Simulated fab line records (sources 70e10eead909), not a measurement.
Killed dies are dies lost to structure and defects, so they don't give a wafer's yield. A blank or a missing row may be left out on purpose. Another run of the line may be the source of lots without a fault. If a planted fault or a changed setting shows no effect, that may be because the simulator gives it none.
fab line records    flow nand-harc
record lots=5  wafers=15  last-day=33
route steps=1302 shown P_CONTACT@248 P_M0@253 END@1302
lots that met no fault: taken from a fault-free run of the same line
start-h: start of the lot's first displayed wafer, in hours after the record's first day    wait-h: hours elapsed since this lot's preceding step    " the same as in the row above    L1.1+2: one row covering several wafers at once    - either no value or no given start    * or withheld: withheld    < > ~ a bound
route shown NAME@n: NAME is a module with steps in the file, n the number in the route of the first one    usual: mean/standard deviation taken from wafers without a fault    same: alike in all rows    chamber/n: place in a boat    sites: the reading at each site    _std_site: standard deviation of those values    _edge_site: outer sites' mean less inner sites'    radius-mm: how far each site lies from the wafer's centre    mask NAME#n: copy n    behind: the last tool/chamber to shape the wafer    hold: what put the lot on hold/how long, in hours/how the hold closed    device: the n, p or np transistor that did not switch    end of line: the same wafers' tests at the end of the route    a step without rows: its recipe alone    killed: at the first sort, the dies lost to defects and structure; wafer yield is something else    map: per-die view of a wafer (x killed, . not killed, _ where there is no die)
set.NAME: the run value of the setting; set.NAME@STEP: its run value at that earlier step    model.NAME: the simulator's own value behind a step, which no gauge read
lots seen at some steps along the route; tables by step, rows by wafer
services: from which hour (start-h, from the record's first day; less than 0 if before it) a tool's chamber was out of use, for how many hours, and why
## steps
# step NHARC_P_CONTACT_CVD_23
# recipe target-thk-a=2000  temp-c=300  pressure-torr=40  wf6-flow-sccm=40  h2-flow-sccm=1600  ar-flow-sccm=1560  time-s=557  material=W
# usual heater-power-w=497/27  throttle-valve-pct=7.91/0.29
lot.wafer  tool      chamber  start-h  wait-h  heater-power-w  since-wet-clean-h  throttle-valve-pct
L734.2     cvd-w-02  0        -        -       538             23                 7.50
L734.4     "         0        "        "       529             -                  8.18
L734.3     "         1        "        "       469             -                  8.40
L736.2     cvd-w-02  1        -        -       467             39                 8.42
L736.1     "         0        "        "       537             40                 7.75
L736.4     "         0        "        "       546             -                  7.92
L746.2     cvd-w-01  0        -        -       514             47                 7.66
L746.1     "         1        "        "       478             47                 7.68
L746.4     "         0        "        "       518             -                  7.86
L755.3     cvd-w-02  1        -        -       462             -                  8.07
L755.6     "         0        "        "       509             -                  7.51
L755.5     "         1        "        "       457             -                  8.41
L757.1     cvd-w-02  0        -        -       496             69                 7.96
L757.2     "         1        "        "       453             69                 8.18
L757.3     "         1        "        "       447             -                  8.36
# step NHARC_P_CONTACT_CMP_24
# recipe t-overpolish-s=30  target-thk-nm=200
# usual motor-current-A=12.4/2  overpolish-run-s=30.000/0.0095  time-to-endpoint-s=39.0/3
lot.wafer  tool    chamber  start-h  wait-h  motor-current-A  overpolish-run-s  time-to-endpoint-s
L734.2     cmp-03  0        125.47   0.6     11.6             29.994            37.1
L734.4     "       2        "        "       12.5             29.998            37.7
L734.3     "       3        "        "       17.3             30.003            38.7
L736.4     cmp-04  0        141.75   0.3     11.7             30.007            40.3
L736.2     "       1        "        "       12.7             30.005            31.9
L736.1     "       3        "        "       12.1             29.993            35.9
L746.2     cmp-04  2        245.16   0.6     11.5             29.996            38.8
L746.4     "       0        "        "       12.0             29.998            38.9
L746.1     "       1        "        "       12.6             30.008            35.7
L755.3     cmp-03  1        330.40   0.3     10.9             30.005            38.9
L755.6     "       3        "        "       17.7             30.004            37.5
L755.5     "       0        "        "       11.8             29.987            39.6
L757.3     cmp-03  0        352.67   0.3     11.5             29.994            39.6
L757.1     "       1        "        "       11.1             29.994            37.6
L757.2     "       2        "        "       12.7             30.003            42.6
# step NHARC_P_CONTACT_SRD_26
# step NHARC_P_CONTACT_INSPECT_27
# usual raw-defect-count=268/100
lot.wafer  tool               chamber  start-h  wait-h  raw-defect-count
L734.2     defect-inspect-01  -        125.89   0.1     125
L734.3     "                  -        "        "       207
L734.4     "                  -        "        "       205
L736.1     defect-inspect-02  -        142.15   0.1     167
L736.2     "                  -        "        "       172
L736.4     "                  -        "        "       167
L746.1     defect-inspect-02  -        245.57   0.1     328
L746.2     "                  -        "        "       303
L746.4     "                  -        "        "       319
L755.3     defect-inspect-02  -        330.76   0.1     416
L755.5     "                  -        "        "       444
L755.6     "                  -        "        "       391
L757.1     defect-inspect-02  -        353.07   0.1     166
L757.2     "                  -        "        "       265
L757.3     "                  -        "        "       304
# step NHARC_P_M0_DEP_00
# recipe target-thk-a=1500  target-thk-nm=150  temp-c=withheld  pressure-torr=5  flow-sccm=200  rf-w=600  material=SiOC
# step NHARC_P_M0_DEHYDRATE_01
# recipe temp-c=150  time-s=120
# step NHARC_P_M0_HMDS_02
# recipe time-s=30
# step NHARC_P_M0_COAT_33
# recipe temp-c=200  time-s=65
# step NHARC_P_M0_COAT_03
# recipe spin-rpm=1500  resist-thk-nm=90
# step NHARC_P_M0_SOFTBAKE_04
# recipe temp-c=105  time-s=55
# step NHARC_P_M0_EBR_05
# step NHARC_P_M0_EXPOSE_06
# recipe na=1.35  target-cd-nm=90  dose-mj=81.28  mask-id=P_M0
# usual exposure-dose-mJ-cm2=81.8/0.66
lot.wafer  tool             chamber  start-h  wait-h  mask    exposure-dose-mJ-cm2
L734.2     arfi-scanner-01  0        126.52   -       P_M0#0  81.0
L734.3     "                0        "        "       P_M0#0  81.0
L734.4     "                0        "        "       P_M0#0  81.0
L736.1     arfi-scanner-03  0        143.08   -       P_M0#0  82.4
L736.2     "                0        "        "       P_M0#0  82.4
L736.4     "                0        "        "       P_M0#0  82.4
L746.1     arfi-scanner-03  0        246.33   -       P_M0#0  80.8
L746.2     "                0        "        "       P_M0#0  81.0
L746.4     "                0        "        "       P_M0#0  80.9
L755.3     arfi-scanner-01  0        331.52   -       P_M0#0  82.8
L755.5     "                0        "        "       P_M0#0  82.8
L755.6     "                0        "        "       P_M0#0  82.9
L757.1     arfi-scanner-01  0        353.96   -       P_M0#0  82.7
L757.2     "                0        "        "       P_M0#0  82.7
L757.3     "                0        "        "       P_M0#0  82.8
# step NHARC_P_M0_PEB_07
# recipe peb-temp-c=100  peb-time-s=65
# step NHARC_P_M0_DEVELOP_08
# recipe develop-time-s=35  dev-temp-c=23
# step NHARC_P_M0_CD_MEAS_09
# recipe target-cd-nm=90  landing-energy-ev=500
# usual cd-nm=89.9/0.6
lot.wafer  tool       chamber  start-h  wait-h  cd-nm
L734.2     cd-sem-01  0        126.66   -       89.5
L734.3     "          0        "        "       90.4
L734.4     "          0        "        "       90.8
L736.1     cd-sem-02  0        143.22   -       89.5
L736.2     "          0        "        "       88.7
L736.4     "          0        "        "       89.7
L746.1     cd-sem-03  0        246.47   -       88.0
L746.2     "          0        "        "       89.2
L746.4     "          0        "        "       89.0
L755.3     cd-sem-02  0        331.66   -       89.2
L755.5     "          0        "        "       89.5
L755.6     "          0        "        "       89.2
L757.1     cd-sem-03  0        354.10   -       90.2
L757.2     "          0        "        "       89.9
L757.3     "          0        "        "       90.1
# step NHARC_P_M0_OVL_MEAS_10
# recipe pitch-nm=180
# usual overlay-x-nm=-0.1/0.69  overlay-y-nm=0.2/0.86
lot.wafer  tool        chamber  start-h  wait-h  overlay-x-nm  overlay-y-nm
L734.2     overlay-01  -        126.75   -       -0.1          0.9
L734.3     "           -        "        "       -0.3          1.6
L734.4     "           -        "        "       -0.2          1.0
L736.1     overlay-02  -        143.31   -       0.1           -0.2
L736.2     "           -        "        "       0.0           0.1
L736.4     "           -        "        "       -0.1          0.4
L746.1     overlay-01  -        246.56   -       -0.3          0.5
L746.2     "           -        "        "       -0.7          0.2
L746.4     "           -        "        "       -0.3          0.4
L755.3     overlay-02  -        331.74   -       -1.0          0.1
L755.5     "           -        "        "       -1.5          0.5
L755.6     "           -        "        "       -1.4          -0.9
L757.1     overlay-02  -        354.19   -       -0.6          0.9
L757.2     "           -        "        "       -0.4          -0.2
L757.3     "           -        "        "       -0.1          -0.1
# step NHARC_P_M0_INSPECT_11
# usual raw-defect-count=4.1/2.2
lot.wafer  tool               chamber  start-h  wait-h  raw-defect-count
L734.2     defect-inspect-01  -        126.78   0.0     3
L734.3     "                  -        "        "       3
L734.4     "                  -        "        "       3
L736.1     defect-inspect-01  -        143.35   0.0     5
L736.2     "                  -        "        "       3
L736.4     "                  -        "        "       2
L746.1     defect-inspect-02  -        246.59   0.0     2
L746.2     "                  -        "        "       4
L746.4     "                  -        "        "       1
L755.3     defect-inspect-02  -        331.78   0.0     2
L755.5     "                  -        "        "       7
L755.6     "                  -        "        "       2
L757.1     defect-inspect-02  -        354.22   0.0     6
L757.2     "                  -        "        "       3
L757.3     "                  -        "        "       6
# step NHARC_P_M0_DESCUM_14
# recipe time-s=3  o2-flow-sccm=200  ar-flow-sccm=0  bias-power-w=0  chemistry=O2
# usual drypump-motor-current-A=6.1/0.37  o2-flow-sccm=200.0/0.67  oes-product-au=1.004/0.011  rf-vpp-V=57.8/1.1  showerhead-plenum-p-Torr=1.90/0.093  throttle-valve-pct=11.312/0.0093
lot.wafer  tool         chamber  start-h  wait-h  drypump-motor-current-A  o2-flow-sccm  oes-product-au  rf-hours-counter-h  rf-vpp-V  showerhead-plenum-p-Torr  throttle-valve-pct  model.P_M0.cd-nm
L734.3     rie-diel-10  3        126.85   0.1     6.6                      199.3         1.003           7                   58.4      1.83                      11.312              90.01
L734.2     "            1        "        "       6.0                      199.2         1.006           8                   57.1      1.98                      11.329              90.02
L734.4     "            2        "        "       6.5                      200.9         1.001           7                   57.1      1.82                      11.315              90.6
L736.2     rie-diel-11  0        143.41   0.1     5.8                      200.5         1.017           18                  57.4      1.96                      11.313              88.52
L736.4     "            1        "        "       5.5                      200.3         1.017           21                  57.6      1.92                      11.317              89.93
L736.1     "            3        "        "       6.5                      200.7         1.002           18                  55.5      1.78                      11.324              90.17
L746.4     rie-diel-11  1        246.68   0.1     5.5                      199.7         1.007           54                  58.0      1.91                      11.303              88.91
L746.1     "            3        "        "       6.4                      200.6         0.989           54                  58.6      1.77                      11.320              88.36
L746.2     "            0        "        "       5.8                      199.8         1.014           56                  58.6      1.94                      11.332              88.36
L755.3     rie-diel-10  0        331.84   0.1     6.1                      200.1         0.991           15                  57.5      2.03                      11.321              88.67
L755.6     "            0        "        "       6.1                      200.6         1.005           -                   58.3      2.03                      11.321              88.16
L755.5     "            1        "        "       6.0                      200.5         1.011           -                   59.5      1.97                      11.312              89.64
L757.2     rie-diel-03  2        354.28   0.1     6.7                      200.4         0.993           27                  59.5      2.07                      11.288              90.79
L757.3     "            3        "        "       6.3                      200.6         0.998           11                  58.5      1.88                      11.310              90.4
L757.1     "            1        "        "       6.0                      198.6         0.998           26                  57.5      1.81                      11.309              89.99
# step NHARC_P_M0_ETCH_34
# recipe target-depth-a=400  overetch-a=120  time-s=43.94  ion-energy-ev=200  n2-flow-sccm=150  h2-flow-sccm=150  ar-flow-sccm=0  rf-w=400  bias-w=150  chemistry=N2/H2
# usual drypump-motor-current-A=6.1/0.36  oes-product-au=1.004/0.01  rf-vpp-V=429.9/2.8  showerhead-plenum-p-Torr=2.02/0.1  throttle-valve-pct=14.172/0.0095
lot.wafer  tool         chamber  start-h  wait-h  drypump-motor-current-A  oes-product-au  rf-hours-counter-h  rf-vpp-V  showerhead-plenum-p-Torr  throttle-valve-pct
L734.2     rie-diel-10  2        126.93   0.1     6.5                      0.999           7                   427.4     1.94                      14.166
L734.3     "            3        "        "       6.5                      1.008           7                   427.2     1.95                      14.151
L734.4     "            1        "        "       6.0                      1.013           8                   431.9     2.12                      14.150
L736.1     rie-diel-11  0        143.49   0.1     5.8                      1.002           18                  431.6     2.09                      14.173
L736.2     "            1        "        "       5.5                      1.014           21                  430.9     2.05                      14.195
L736.4     "            3        "        "       6.5                      1.002           18                  427.5     1.89                      14.157
L746.4     rie-diel-11  1        246.83   0.1     5.5                      1.016           55                  431.4     2.04                      14.172
L746.2     "            2        "        "       5.7                      1.010           58                  425.9     1.91                      14.163
L746.1     "            0        "        "       5.8                      1.026           56                  431.5     2.07                      14.170
L755.3     rie-diel-10  3        331.94   0.1     6.5                      1.002           14                  427.9     1.94                      14.177
L755.6     "            0        "        "       6.1                      1.012           -                   433.1     2.17                      14.168
L755.5     "            1        "        "       6.0                      1.024           -                   433.0     2.10                      14.185
L757.3     rie-diel-03  0        354.37   0.1     6.3                      1.006           25                  430.4     1.95                      14.165
L757.1     "            1        "        "       6.1                      1.000           26                  427.9     1.93                      14.170
L757.2     "            3        "        "       6.2                      0.987           11                  430.3     2.00                      14.160
# step NHARC_END_SORT_01
# recipe temp-c=25
# usual defect-limited-yield=91.9/2.9  killed-at-array=50/20  killed-at-other=1.2/1.5  killed-at-periphery=3.6/2.6  killed-dies=55/20  killed-open=3.4/2  killed-short=2.7/1.6  sort_bin_2_pct=2.9/1.3  sort_bin_3_pct=0.6/0.38  sort_bin_4_pct=4.6/1.6  sort-n-pass=622/20  sort-rim-yield-pct=93/3.8  sort-yield-pct=91.9/2.9
# same gross-dies=677  sort_bin_5_pct[%]=0  sort_bin_6_pct[%]=0  sort_bin_7_pct[%]=0  sort_bin_8_pct[%]=0  sort-rim-n-gross=106.00
lot.wafer  tool       chamber  start-h  wait-h  defect-limited-yield[%]  killed-at-array  killed-at-other  killed-at-periphery  killed-dies  killed-open  killed-short  sort_bin_2_pct[%]  sort_bin_3_pct[%]  sort_bin_4_pct[%]  sort-n-pass  sort-rim-yield-pct[%]  sort-yield-pct[%]
L734.2     prober-02  0        575.00   2.8     97.2                     14               3                2                    19           1            4             1.5                0                  1.3                658          98                     97.2
L734.3     prober-02  0        575.80   3.1     96.3                     19               3                3                    25           2            5             0.1                0.3                3.2                652          97                     96.3
L734.4     prober-02  0        576.59   3.4     97.6                     14               1                1                    16           1            6             0.9                0.1                1.3                661          97                     97.6
L736.1     prober-02  0        595.64   2.5     91.4                     54               0                4                    58           2            2             3.4                1.0                4.1                619          92                     91.4
L736.2     prober-02  0        596.44   2.8     91.7                     52               1                3                    56           1            1             2.8                1.2                4.3                621          96                     91.7
L736.4     prober-02  0        598.02   3.4     89.8                     62               1                6                    69           5            1             3.4                0.7                6.1                608          94                     89.8
L746.1     prober-01  0        672.27   2.5     96.0                     23               2                2                    27           2            4             0.9                0.3                2.8                650          92                     96.0
L746.2     prober-01  0        673.06   2.8     93.6                     41               0                2                    43           5            1             2.1                0.4                3.8                634          95                     93.6
L746.4     prober-01  0        674.65   3.4     94.1                     38               1                1                    40           7            0             1.6                0.3                4.0                637          97                     94.1
L755.3     prober-01  0        763.33   3.1     95.7                     27               1                1                    29           4            2             0.9                0.3                3.1                648          95                     95.7
L755.5     prober-01  0        764.94   3.7     96.2                     22               2                2                    26           2            4             1.0                0.6                2.2                651          98                     96.2
L755.6     prober-01  0        765.74   4.0     95.7                     27               2                0                    29           6            2             0.9                0                  3.4                648          98                     95.7
L757.1     prober-02  0        780.73   2.5     93.6                     40               1                2                    43           5            4             2.5                0                  3.8                634          87                     93.6
L757.2     prober-02  0        781.52   2.8     90.1                     64               0                3                    67           5            2             3.7                1.2                5.0                610          96                     90.1
L757.3     prober-02  0        782.32   3.1     90.7                     58               1                4                    63           1            3             4.9                1.2                3.2                614          98                     90.7
# killed by level:class
L734.2 A_CHANNEL_HOLE_D2:chamber-film-flake=8 THIN_TSV:chamber-film-flake=2 P_GATE:geometric-particle:short=1 A_CHANNEL_HOLE_D1:geometric-particle:short=1 A_CHANNEL_FILL_D1:geometric-particle:open=1 A_SGD_CUT:geometric-particle:short=1 STARTING-WAFER:geometric-particle:short=1 P_CONTACT:chamber-film-flake=1
L734.3 A_CHANNEL_HOLE_D2:chamber-film-flake=8 THIN_TSV:chamber-film-flake=3 A_ONON_D2:geometric-particle:short=2 A_CHANNEL_HOLE_D1:chamber-film-flake=2 A_STAIRCASE:chamber-film-flake=2 P_CONTACT:geometric-particle:short=1 A_CHANNEL_FILL_D1:geometric-particle:open=1 A_CHANNEL_FILL_D1:geometric-particle:short=1
L734.4 A_CHANNEL_FILL_D1:geometric-particle:short=3 A_CHANNEL_HOLE_D2:chamber-film-flake=3 A_DECK1_JOINT:chamber-film-flake=2 A_STAIRCASE:chamber-film-flake=2 P_M0:geometric-particle:open=1 A_ONON_D2:geometric-particle:short=1 A_WL_FILL:geometric-particle:short=1 A_BLC:geometric-particle:short=1
L736.1 A_CHANNEL_HOLE_D2:chamber-film-flake=35 A_SLIT:chamber-film-flake=9 A_M0:chamber-film-flake=4 P_BONDPAD:chamber-film-flake=2 P_STI:geometric-particle:open=1 P_CONTACT:geometric-particle:open=1 A_CHANNEL_HOLE_D1:geometric-particle:short=1 A_ONON_D2:geometric-particle:short=1
L736.2 A_CHANNEL_HOLE_D2:chamber-film-flake=25 A_SLIT:chamber-film-flake=19 A_CONTACT:chamber-film-flake=3 P_BONDPAD:chamber-film-flake=2 A_M0:chamber-film-flake=2 A_CHANNEL_FILL_D2:geometric-particle:open=1 A_WL_FILL:geometric-particle:short=1 P_ZERO_WELL:chamber-film-flake=1
L736.4 A_CHANNEL_HOLE_D2:chamber-film-flake=33 A_SLIT:chamber-film-flake=18 A_STAIRCASE:chamber-film-flake=3 A_M0:chamber-film-flake=3 P_BONDPAD:chamber-film-flake=2 P_GATE:geometric-particle:open=1 P_CONTACT:geometric-particle:open=1 P_M0:geometric-particle:open=1
L746.1 A_CHANNEL_HOLE_D2:chamber-film-flake=6 A_CONTACT:chamber-film-flake=6 A_ONON_D1:geometric-particle:short=3 A_CHANNEL_HOLE_D1:chamber-film-flake=2 A_DECK1_JOINT:chamber-film-flake=2 THIN_TSV:chamber-film-flake=2 P_CONTACT:geometric-particle:open=1 A_ONON_D1:geometric-particle:open=1
L746.2 A_CHANNEL_HOLE_D2:chamber-film-flake=19 A_CHANNEL_HOLE_D1:chamber-film-flake=9 A_SLIT:chamber-film-flake=4 A_CONTACT:chamber-film-flake=3 A_ONON_D1:geometric-particle:open=2 P_CONTACT:geometric-particle:open=1 A_SOURCE_PLATE:geometric-particle:open=1 A_ONON_D2:geometric-particle:short=1
L746.4 A_CHANNEL_HOLE_D2:chamber-film-flake=20 A_CONTACT:chamber-film-flake=6 A_ONON_D1:geometric-particle:open=3 A_SLIT:chamber-film-flake=3 A_CHANNEL_HOLE_D1:chamber-film-flake=2 P_M0:geometric-particle:open=1 A_WL_FILL:geometric-particle:open=1 A_BLC:geometric-particle:open=1
L755.3 A_STAIRCASE:chamber-film-flake=9 A_SLIT:chamber-film-flake=5 A_M0:geometric-particle:short=2 A_CHANNEL_HOLE_D1:chamber-film-flake=2 A_M1:chamber-film-flake=2 P_CONTACT:geometric-particle:open=1 A_CHANNEL_FILL_D1:geometric-particle:open=1 A_DECK1_JOINT:geometric-particle:open=1
L755.5 A_STAIRCASE:chamber-film-flake=8 A_SLIT:chamber-film-flake=5 A_CHANNEL_FILL_D1:geometric-particle:open=2 P_GATE:chamber-film-flake=2 THIN_TSV:chamber-film-flake=2 A_CHANNEL_FILL_D1:geometric-particle:short=1 A_DECK1_JOINT:geometric-particle:short=1 A_ONON_D2:geometric-particle:short=1
L755.6 A_STAIRCASE:chamber-film-flake=9 A_SLIT:chamber-film-flake=5 A_M1:geometric-particle:open=3 THIN_TSV:chamber-film-flake=2 A_CHANNEL_HOLE_D1:geometric-particle:open=1 A_CHANNEL_HOLE_D1:geometric-particle:short=1 A_CHANNEL_FILL_D1:geometric-particle:short=1 A_ONON_D2:geometric-particle:open=1
L757.1 A_STAIRCASE:chamber-film-flake=8 A_CONTACT:chamber-film-flake=8 A_CHANNEL_HOLE_D2:chamber-film-flake=7 A_SLIT:chamber-film-flake=5 A_SOURCE_PLATE:geometric-particle:short=2 A_ONON_D2:geometric-particle:open=2 A_CHANNEL_FILL_D2:geometric-particle:open=1 A_CHANNEL_FILL_D2:geometric-particle:short=1
L757.2 A_SLIT:chamber-film-flake=25 A_CHANNEL_HOLE_D2:chamber-film-flake=16 A_CONTACT:chamber-film-flake=7 A_ZERO_WELL:chamber-film-flake=3 A_WL_FILL:chamber-film-flake=3 A_CHANNEL_FILL_D2:geometric-particle:open=2 P_BONDPAD:chamber-film-flake=2 A_STAIRCASE:chamber-film-flake=2
L757.3 A_SLIT:chamber-film-flake=24 A_CHANNEL_HOLE_D2:chamber-film-flake=22 A_STAIRCASE:chamber-film-flake=6 A_CONTACT:chamber-film-flake=3 P_M0:geometric-particle:short=1 A_CHANNEL_FILL_D1:geometric-particle:short=1 A_ONON_D2:geometric-particle:open=1 A_WL_FILL:geometric-particle:short=1
## services
tool             chamber  start-h  hours  kind
rie-diel-03      -        104.40   9.0    pm
cmp-04           -        128.07   4.0    pm
cmp-04           -        138.23   0.9    repair
rie-diel-10      3        142.14   3.9    repair
cmp-03           -        162.07   4.0    pm
rie-diel-11      3        177.90   8.7    repair
cvd-w-02         0        192.86   2.8    repair
cmp-03           -        193.82   2.0    repair
cmp-03           -        196.38   3.2    repair
rie-diel-11      1        198.54   4.5    repair
cvd-w-02         0        226.49   7.0    repair
arfi-scanner-01  -        239.55   1.9    repair
rie-diel-10      -        242.59   9.0    pm
arfi-scanner-01  -        252.00   4.0    pm
cmp-03           -        252.24   0.4    repair
rie-diel-11      3        255.28   5.4    repair
rie-diel-11      -        255.53   9.0    pm
cmp-03           -        260.07   4.0    pm
cvd-w-02         -        269.74   13.0   pm
rie-diel-11      0        271.41   8.5    repair
rie-diel-11      1        273.07   9.4    repair
arfi-scanner-01  -        274.24   0.6    repair
cvd-w-02         -        295.54   1.7    repair
arfi-scanner-01  -        342.40   10.0   repair
## key
first-sign none at tools or gauges
model-effect step=NHARC_P_M0_DESCUM_14  value=P_M0.cd-nm  without=89.72  struck=88.54
met-at NHARC_P_M0_EXPOSE_06
struck-wafers L746.1,L746.2,L746.4
onset-between 143.08 246.33
also-fits NHARC_P_CONTACT_CVD_23:cvd-w-01,NHARC_P_CONTACT_CMP_24:cmp-04,NHARC_P_M0_DESCUM_14:rie-diel-11
fault kind=process-parameter-drift  tool=arfi-scanner-03  chamber=-  onset-h=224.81  steps=NHARC_P_M0_EXPOSE_06  channel=dose-mj  offset=-1.5396  shape=step  acts-in=these-recipes-only  stated=81.28
